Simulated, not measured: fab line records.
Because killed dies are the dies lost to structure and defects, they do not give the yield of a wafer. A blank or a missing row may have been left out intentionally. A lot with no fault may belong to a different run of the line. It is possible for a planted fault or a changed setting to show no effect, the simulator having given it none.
Chamber matching | flow nandHarc | NHARC_A_BLC_ALD_23 on aldMetal-02: 4 sister chambers
The step deposits TiN, target thk 3 nm, pulse time 1 s, ald cycles 150. 4 wafers are shown with their chamber, then 10 later ones without.

WAFERS WITH THEIR CHAMBER
wafer  | chamber | heaterPowerW (W)
L089.3 | 1       | 921
L089.4 | 2       | 938
L087.2 | 0       | 1027
L087.3 | 3       | 1052

WAFERS MISSING THEIR CHAMBER
wafer  | heaterPowerW (W)
L087.5 | 931
L090.2 | 1038
L090.3 | 906
L090.4 | 1031
L091.2 | 1038
L091.4 | 1044
L091.5 | 1022
L095.1 | 948
L095.3 | 1056
L095.5 | 907

EACH ONE'S CHAMBER
wafer  | from the rows above     | in truth
L087.5 | can't be placed: 2 or 1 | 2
L090.2 | can't be placed: 0 or 3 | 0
L090.3 | can't be placed: 1 or 2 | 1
L090.4 | can't be placed: 0 or 3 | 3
L091.2 | can't be placed: 0 or 3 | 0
L091.4 | can't be placed: 3 or 0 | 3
L091.5 | 0                       | 0
L095.1 | can't be placed: 2 or 1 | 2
L095.3 | 3                       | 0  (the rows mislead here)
L095.5 | can't be placed: 1 or 2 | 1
Placed correctly: 1 of 10. Can't be placed from these rows: 8 (the true chamber is among the candidates in 8). 1 placed wrongly.
How it was worked out, from the rows above alone: a wafer's distance from a chamber is the root of the sum, over the readings, of the square of ((its reading less the chamber's mean) divided by the reading's scatter). If the next closest chamber is less than 2 further off than the closest, the wafer can't be placed; otherwise it belongs to the closest. Each chamber's mean is taken over the wafers shown for it. The scatter: with one shown wafer a chamber, the root of the mean of the squares of how far each hidden wafer lies from its nearest shown one.
